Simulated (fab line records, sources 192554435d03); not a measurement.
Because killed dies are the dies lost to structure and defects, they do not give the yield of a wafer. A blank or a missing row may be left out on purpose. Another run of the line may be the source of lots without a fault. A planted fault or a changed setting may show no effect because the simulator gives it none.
A lot that was struck, set against a sound lot -- flow n5Finfet -- 44 steps out of a route of 1938
Sound: these wafers, L807.1, L807.4, L807.6. Struck: wafer L810.2; the same lot's L810.6 was not struck, so it is left out; see the end for the cause.
Order at every step that has rows: each side's tool, ch and its chambers, its first start. Under that, the readings that differ: sound wafers -- struck wafers -- difference of the means -- sigmas: that difference in standard deviations of wafers without a fault.
alike: words and numbers the same on both sides, and readings whose means are apart by under 2 such deviations; not compared: readings that were withheld, readings missing a value for some wafer, numbers with overlapping values and no deviation given by the record, and bounds like >300 which may hide the same value.
The two part at a step that has a row with sigmas, a row that says differs or no value, or rows on one side only. Non-overlapping numbers with no deviation appear without sigmas and do not part them. A reading that every wafer of one side lacks parts them only if that side has two wafers or more.

first, 4 steps without rows for these wafers: N5_PMOS_HMC_CHANNEL_EPI_PRECLEAN_37 (cleans in O3/DIW, time 45 s); N5_PMOS_HMC_CHANNEL_EPI_PRECLEAN_24 (cleans in DHF, time 30 s); N5_PMOS_HMC_CHANNEL_EPI_SRD_25 (time 30 s); N5_PMOS_HMC_CHANNEL_EPI_EPI_26 (deposits Si from SiH4/H2, target thk 3.8 nm, time 22.7 s).
N5_PMOS_HMC_CHANNEL_EPI_INSPECT_30: inspects for defects (darkfield).
  struck on defectInspect-01, day 4 15:38; sound on defectInspect-01, day 3 21:39
  alike: rawDefectCount
then, 4 steps without rows for these wafers: N5_FIN_SAQP_PRECLEAN_42 (cleans in O3/DIW, time 60 s); N5_FIN_SAQP_PRECLEAN_00 (cleans in SC1, time 60 s); N5_FIN_SAQP_PRECLEAN_44 (cleans in SC2, time 45 s); N5_FIN_SAQP_SRD_01 (time 30 s).
N5_FIN_SAQP_ALD_61: deposits SiO2, target thk 4 nm, pulse time 1 s, purge time 2 s.
  sound on aldSin-02 ch 0,1,3, day 3 22:40; struck on aldSin-02 ch 3, day 4 17:01
  alike: heaterPowerOuterW, heaterPowerW, precursorPulseHeightRel
N5_FIN_SAQP_DENSIFY_62: time 60 s.
  sound on rtpAnneal-01 ch 0, day 3 22:55; struck on rtpAnneal-01 ch 0, day 4 17:14
reading,sound,struck,difference,sigmas
lampPowerPct (%),9.79 9.86 9.77,9.95,+0.14,+3
  alike: wafer_temp_C_max
N5_FIN_SAQP_HM_DEP_03: deposits SiNx from SiH4/NH3/N2, target thk 38 nm, time 33.6 s.
  sound on pecvd-04 ch 0,1,2, day 3 23:08; struck on pecvd-04 ch 1, day 4 17:26
reading,sound,struck,difference,sigmas
model.SiNx_of_FIN_SAQP_HM_DEP_03.thkNm (nm),37.69 38.63 38.15,34.45,-3.71,
  alike: heaterPowerOuterW, heaterPowerW, showerheadPlenumPTorr, showerheadVppV, throttleValvePct
N5_FIN_SAQP_THK_MEAS_05:
  struck on filmMetro-02, day 4 17:31; sound on filmMetro-02, day 3 23:13
reading,sound,struck,difference,sigmas
thkNm (nm),37.7 38.6 38.2,34.5,-3.7,-6
then, 1 step without rows for these wafers: N5_FIN_SAQP_PECVD_47 (deposits a-Si from SiH4/He, target thk 45 nm, time 36.3 s).
N5_FIN_SAQP_PECVD_48: deposits SiNx from SiH4/NH3/N2, target thk 25 nm, time 22.1 s.
  sound on pecvd-02 ch 1,2, day 3 23:19; struck on pecvd-02 ch 2, day 4 17:35
  alike: heaterPowerOuterW, heaterPowerW, showerheadPlenumPTorr, showerheadVppV, throttleValvePct
then, 1 step without rows for these wafers: N5_FIN_SAQP_PECVD_06 (deposits a-Si from SiH4/He, target thk 60 nm, time 48.1 s).
N5_FIN_SAQP_THK_MEAS_07:
  struck on filmMetro-01, day 4 17:43; sound on filmMetro-02, day 3 23:29
  alike: thkNm
then, 9 steps without rows for these wafers: N5_FIN_SAQP_HM_DEP_72 (deposits SiO2 from SiH4/N2O, target thk 12 nm, time 7.2 s); N5_FIN_SAQP_COAT_49 (time 60 s, resist thk 100 nm); N5_FIN_SAQP_COAT_50 (time 60 s, resist thk 35 nm); N5_FIN_SAQP_COAT_10 (resist thk 90 nm); N5_FIN_SAQP_EBR_12; N5_FIN_SAQP_SOFTBAKE_11 (time 60 s); N5_FIN_SAQP_EXPOSE_13 (exposes mask FIN CORE, target cd 35.6 nm); N5_FIN_SAQP_PEB_14 (peb time 60 s); N5_FIN_SAQP_DEVELOP_15 (develop time 30 s).
N5_FIN_SAQP_CD_MEAS_16 targets a cd of 35.6 nm.
  sound on cdSem-01 ch 0, day 4 00:00; struck on cdSem-03 ch 0, day 4 18:13
  alike: cdNm
N5_FIN_SAQP_OVL_MEAS_17:
  sound on overlay-02 ch 0, day 4 00:02; struck on overlay-01 ch 0, day 4 18:15
  alike: FIN_CORE_OVL
N5_FIN_SAQP_INSPECT_18: inspects for defects (brightfield).
  struck on defectInspect-01, day 4 18:16; sound on defectInspect-01, day 4 00:04
  alike: rawDefectCount
N5_FIN_SAQP_DESCUM_21: chemistry O2, time 7.9 s.
  sound on rieDiel-06 ch 0,2,3, day 4 00:06; struck on rieDiel-05 ch 2, day 4 18:20
  alike: biasPowerW, drypumpMotorCurrentA, oesProductAu, rfVppV, showerheadPlenumPTorr, throttleValvePct
  not compared: rfHoursCounterH
then, 9 steps without rows for these wafers: N5_FIN_SAQP_ETCH_51 (etches SiARC in CF4, target depth 45.5 nm, time 75.8 s); N5_FIN_SAQP_ETCH_52 (etches SOC in N2/H2, target depth 100 nm, overetch 20 nm, time 150 s); N5_FIN_SAQP_STRIP_53 (strips in N2/H2); N5_FIN_SAQP_HM_OPEN_73 (chemistry CHF3/O2, target SiO2, stops on a-Si, target depth 12 nm, time 16.8 s); N5_FIN_SAQP_STRIP_74 (strips in CHF3/O2); N5_FIN_SAQP_MANDREL_ETCH_22 (etches a-Si in HBr/Cl2, stops on SiNx, target depth 60 nm, bt time 10 s, time 30 s); N5_FIN_SAQP_STRIP_55 (strips in N2/H2); N5_FIN_SAQP_STRIP_23 (strips in SPM, time 750 s); N5_FIN_SAQP_SRD_66 (time 30 s).
N5_FIN_SAQP_RECESS_75: chemistry HF/NH3, target SiO2, target depth 14.4 nm, afs cycles 3, sublimation time 60 s.
  sound on vaporEtch-02 ch 0, day 4 00:51; struck on vaporEtch-01 ch 1, day 4 19:12
  alike: drypumpMotorCurrentA
then, 1 step without rows for these wafers: N5_FIN_SAQP_SPACER1_ALD_24 (deposits SiO2, target thk 20.3 nm, pulse time 1 s, purge time 2 s).
N5_FIN_SAQP_HM_OPEN_33: chemistry CH3F/O2, target SiNx, target depth 49.4 nm, time 70.6 s.
  sound on rieDiel-05 ch 1,2, day 4 03:44; struck on rieDiel-06 ch 2, day 4 22:22
reading,sound,struck,difference,sigmas
drypumpMotorCurrentA (A),5.1 5.7 5.1,6.6,+1.3,+2
etchRfOnTimeS (s),68.0 69.4 68.7,63.3,-5.4,-4
model.etch.depthNm (nm),37.06 37.93 37.52,33.82,-3.68,
  alike: CH3F_flow_sccm, oesProductAu, rfVppV, showerheadPlenumPTorr, throttleValvePct
  not compared: rfHoursCounterH
N5_STI_FIN_REVEAL_RECESS_09: chemistry HF/NH3, target SiO2, afs cycles 11, target depth 42.5 nm, sublimation time 60 s.
  sound on vaporEtch-02 ch 0,1, day 4 11:45; struck on vaporEtch-01 ch 1, day 5 06:26
reading,sound,struck,difference,sigmas
drypumpMotorCurrentA (A),5.2 4.7 5.2,6.1,+1.1,+2
model.SiNx_of_FIN_SAQP_HM_DEP_03.thkNm (nm),18 18.8 18.2,14.8,-3.5,
-- here the record skips 6 days between the struck wafers' starts before and after, leaving off in module STI_FIN_REVEAL and picking up in module BEOL_M4 (first step shown: number 1111 of the route) --
N5_BEOL_M4_RC_MEAS_101:
  sound on prober-02 ch 0, day 9 19:02; struck on prober-01 ch 0, day 11 05:25
  alike: DIBL_N, DIBL_P, IOFF_N, IOFF_P, ION_N, ION_P, SS_N, SS_P, VT_N, VT_P

## WHERE THEY PART
Last at N5_STI_FIN_REVEAL_RECESS_09 as far as this record goes, first at N5_FIN_SAQP_DENSIFY_62. Later steps at which nothing parts them and some readings are alike: N5_BEOL_M4_RC_MEAS_101.

WHY: whatever the simulator had introduced
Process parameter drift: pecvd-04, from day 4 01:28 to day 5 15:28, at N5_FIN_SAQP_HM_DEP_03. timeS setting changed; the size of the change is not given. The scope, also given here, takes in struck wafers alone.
